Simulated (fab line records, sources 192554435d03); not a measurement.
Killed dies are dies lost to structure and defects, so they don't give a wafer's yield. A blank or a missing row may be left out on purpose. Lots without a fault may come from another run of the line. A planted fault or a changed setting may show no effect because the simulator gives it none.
Chamber matching | flow n5_finfet | N5_FIN_SAQP_SPACER2_ALD_28 on ald_sin-02: 4 sister chambers
The step deposits SiO2, target thk 8.1 nm, pulse time 1 s, purge time 2 s. 4 wafers are shown with their chamber, then 10 later ones without.

WAFERS WITH THEIR CHAMBER
wafer  | chamber | heater_power_w (W)
L088.6 | 1       | 391
L089.5 | 3       | 408
L091.1 | 0       | 512
L091.3 | 2       | 398

WAFERS WITHOUT THEIR CHAMBER
wafer  | heater_power_w (W)
L091.5 | 394
L093.1 | 402
L093.4 | 417
L093.5 | 399
L094.1 | 403
L094.5 | 391
L094.6 | 393
L095.1 | 523
L095.2 | 397
L095.4 | 396

WHICH CHAMBER EACH WENT THROUGH
wafer  | from the rows above          | in truth
L091.5 | can't be placed: 1 or 2      | 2
L093.1 | can't be placed: 2 or 3 or 1 | 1
L093.4 | can't be placed: 3 or 2      | 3
L093.5 | can't be placed: 2 or 1 or 3 | 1
L094.1 | can't be placed: 2 or 3 or 1 | 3
L094.5 | can't be placed: 1 or 2      | 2
L094.6 | can't be placed: 1 or 2      | 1
L095.1 | 0                            | 0
L095.2 | can't be placed: 2 or 1 or 3 | 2
L095.4 | can't be placed: 2 or 1 or 3 | 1
Placed correctly: 1 of 10. Can't be placed from these rows: 9 (the true chamber is among the candidates in 9). Placed wrongly: 0.
How it was worked out, from the rows above alone: a wafer's distance from a chamber is the root of the sum, over the readings, of the square of ((its reading less the chamber's mean) divided by the reading's scatter). The wafer belongs to the nearest chamber; if the next one is less than 2 further off, it can't be placed. A chamber's mean is the mean of its shown wafers. The scatter: with one shown wafer a chamber, the root of the mean of the squares of how far each hidden wafer lies from its nearest shown one.
